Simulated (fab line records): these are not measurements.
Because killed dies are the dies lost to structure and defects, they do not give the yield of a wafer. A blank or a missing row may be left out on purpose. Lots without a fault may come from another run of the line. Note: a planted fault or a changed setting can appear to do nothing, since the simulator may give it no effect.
A struck lot beside a sound one | flow nandHarc | 40 out of 1159 route steps
Sound: wafers L780.3, L780.4, L780.5. Struck: wafer L794.2 (L794.4, L794.5, from the same lot, were not struck and are left out); the cause is given at the end.
Order at every step that has rows: each side's tool, ch and its chambers, its first start. Under that, the readings that differ: sound wafers | struck wafers | difference of the means | sigmas: that difference in standard deviations of wafers without a fault.
alike: readings with means less than 2 such deviations apart, plus words and numbers identical on both sides. not compared: withheld readings, readings lacking a value on some wafer, bounds such as >300 that could conceal the same value, and numbers that have no deviation in the record and whose values overlap.
Wherever a step has rows on one side only, a row that says differs or no value, or a row with sigmas, the two part there. When numbers do not overlap yet have no deviation, they are printed without sigmas and do not part them. Lack of a reading on every wafer of one side parts them only where that side has two or more wafers.

NHARC_A_CONTACT_CD_MEAS_08: target cd 100 nm.
  sound on cdSem-01 ch 0, day 17 04:39; struck on cdSem-03 ch 0, day 20 20:43
  alike: cdNm
NHARC_A_CONTACT_OVL_MEAS_09:
  sound on overlay-02, day 17 04:44; struck on overlay-01, day 20 20:49
  alike: overlayXNm, overlayYNm
NHARC_A_CONTACT_INSPECT_10:
  sound on defectInspect-01, day 17 04:46; struck on defectInspect-01, day 20 20:52
  alike: rawDefectCount
then, 3 steps without rows for these wafers: NHARC_A_CONTACT_DESCUM_13 (chemistry O2, time 3 s); NHARC_A_CONTACT_ETCH_88 (etches the open film in CF4, target depth 39 nm, time 65 s); NHARC_A_CONTACT_ETCH_89 (etches the open film in N2/H2, target depth 260 nm, time 475.3 s).
NHARC_A_CONTACT_ETCH_30: etches the open film in CF4/CHF3, target depth 60.5 nm, time 30.2 s.
  sound on rieDiel-07 ch 0,1,2; struck on rieDiel-08 ch 0
reading                      | sound             | struck | difference | sigmas
rfVppV (V)                   | 372.5 373.2 372.8 | 366.0  | -6.8       | -3
showerheadPlenumPTorr (Torr) | 1.64 1.61 1.62    | 1.46   | -0.16      | -3
  alike: biasW, drypumpMotorCurrentA, oesProductAu, throttleValvePct
  not compared: rfHoursCounterH
then, 3 steps without rows for these wafers: NHARC_A_CONTACT_ETCH_31 (etches the open film in O2/COS, target depth 2000 nm, time 520 s); NHARC_A_CONTACT_ETCH_134 (etches the open film in C4F8/O2/Ar, time 140 s, target depth 700 nm); NHARC_A_CONTACT_ETCH_135 (etches the open film in C4F8/O2/Ar, time 132 s, target depth 1287 nm).
NHARC_A_CONTACT_ETCH_136: etches the open film in C4F8/O2/Ar, time 132 s, target depth 1287 nm.
  sound on harCapEtch-03 ch 0,1, day 17 07:12; struck on harCapEtch-03 ch 1, day 20 22:24
reading             | sound | struck | difference                   | sigmas
rfHoursCounterH (h) | - - - | 97     | no value on the sound wafers | 
then, 1 step without rows for these wafers: NHARC_A_CONTACT_ETCH_137 (etches the open film in C4F8/O2/Ar, time 132 s, target depth 1287 nm).
NHARC_A_CONTACT_ETCH_138: etches the open film in C4F8/O2/Ar, time 132 s, target depth 1289 nm.
  sound on harCapEtch-03 ch 0,1, day 17 07:27; struck on harCapEtch-03 ch 1, day 20 22:38
reading             | sound | struck | difference                   | sigmas
rfHoursCounterH (h) | - - - | 97     | no value on the sound wafers | 
then, 1 step without rows for these wafers: NHARC_A_CONTACT_ETCH_139 (etches the open film in C4F8/O2/Ar, time 137 s, target depth 590 nm).
NHARC_A_CONTACT_ETCH_92: etches the open film in CH3F/O2, target depth 40 nm, time 85.7 s.
  sound on rieDiel-07 ch 2,3, day 17 08:01; struck on rieDiel-07 ch 2, day 20 23:10
reading              | sound                | struck | difference | sigmas
throttleValvePct (%) | 20.666 20.652 20.649 | 20.673 | +0.017     | +2
  alike: biasW, drypumpMotorCurrentA, oesProductAu, rfVppV, showerheadPlenumPTorr
  not compared: rfHoursCounterH
then, 1 step without rows for these wafers: NHARC_A_CONTACT_ETCH_98 (etches the open film in C4F6/O2, target depth 20 nm, time 10 s).
NHARC_A_CONTACT_CD_MEAS_15:
  sound on cdSem-02, day 17 08:20; struck on cdSem-02, day 20 23:22
  alike: cdNm
then, 3 steps without rows for these wafers: NHARC_A_CONTACT_STRIP_107 (strips in N2/H2); NHARC_A_CONTACT_STRIP_108 (strips in CF4/CHF3); NHARC_A_CONTACT_STRIP_109 (strips in O2/COS).
NHARC_A_CONTACT_ETCH_110: etches the open film in CF4/O2, target depth 50 nm, overetch 5 nm, time 27.5 s.
  sound on rieDiel-07 ch 0,2, day 17 08:38; struck on rieDiel-07 ch 0, day 20 23:39
  alike: biasW, drypumpMotorCurrentA, oes_o_777_au, oesProductAu, rfVppV, showerheadPlenumPTorr, throttleValvePct
  not compared: rfHoursCounterH
then, 3 steps without rows for these wafers: NHARC_A_CONTACT_STRIP_26 (strips in O2); NHARC_A_CONTACT_STRIP_27 (strips in post etch residue remover, time 600 s); NHARC_A_CONTACT_ALD_18 (deposits TiN, target thk 3 nm, pulse time 1 s, ald cycles 150).
NHARC_A_CONTACT_CVD_19: deposits W, target thk 300 nm, time 802 s.
  sound on cvdW-01 ch 0,1; struck on cvdW-01 ch 0
reading              | sound          | struck | difference | sigmas
mfcH2Sccm (sccm)     | 1608 1602 1609 | 1589   | -17        | -4
throttleValvePct (%) | 8.00 8.00 7.97 | 7.52   | -0.47      | -2
  alike: heaterPowerW
then, 12 steps without rows for these wafers: NHARC_A_CONTACT_CMP_20 (polishes, t overpolish 30 s, target thk 300 nm); NHARC_A_CONTACT_SRD_22; NHARC_A_BLC_DEHYDRATE_00 (time 120 s); NHARC_A_BLC_HMDS_01 (time 30 s); NHARC_A_BLC_COAT_02 (time 75 s); NHARC_A_BLC_COAT_03 (time 65 s); NHARC_A_BLC_COAT_04 (resist thk 90 nm); NHARC_A_BLC_SOFTBAKE_05 (time 55 s); NHARC_A_BLC_EBR_06; NHARC_A_BLC_EXPOSE_07 (exposes mask A BLC, target cd 100 nm); NHARC_A_BLC_PEB_08 (peb time 65 s); NHARC_A_BLC_DEVELOP_09 (develop time 35 s).
NHARC_A_BLC_CD_MEAS_10: target cd 100 nm.
  sound on cdSem-03 ch 0, day 17 12:44; struck on cdSem-01 ch 0, day 21 15:41
reading   | sound             | struck | difference | sigmas
cdNm (nm) | 100.6 101.2 101.4 | 99.6   | -1.5       | -3
NHARC_A_BLC_OVL_MEAS_11:
  sound on overlay-02, day 17 12:49; struck on overlay-02, day 21 15:46
reading         | sound          | struck | difference | sigmas
overlayYNm (nm) | -0.5 -1.7 -1.3 | 0.9    | +2.1       | +2
  alike: overlayXNm
-- the record jumps here: 2 days lie between the struck wafers' starts before and after (it left off in module A_BLC and takes up again in module END, whose first step shown is number 1159 of the route) --
NHARC_END_SORT_01:
  the record has rows for the struck wafers here (prober-01 ch 0, day 23 22:23) and none for the sound ones

WHERE THEY PART
Earliest at NHARC_A_CONTACT_ETCH_30; latest, in this record, at NHARC_END_SORT_01.

WHY: what had been put in by the simulator
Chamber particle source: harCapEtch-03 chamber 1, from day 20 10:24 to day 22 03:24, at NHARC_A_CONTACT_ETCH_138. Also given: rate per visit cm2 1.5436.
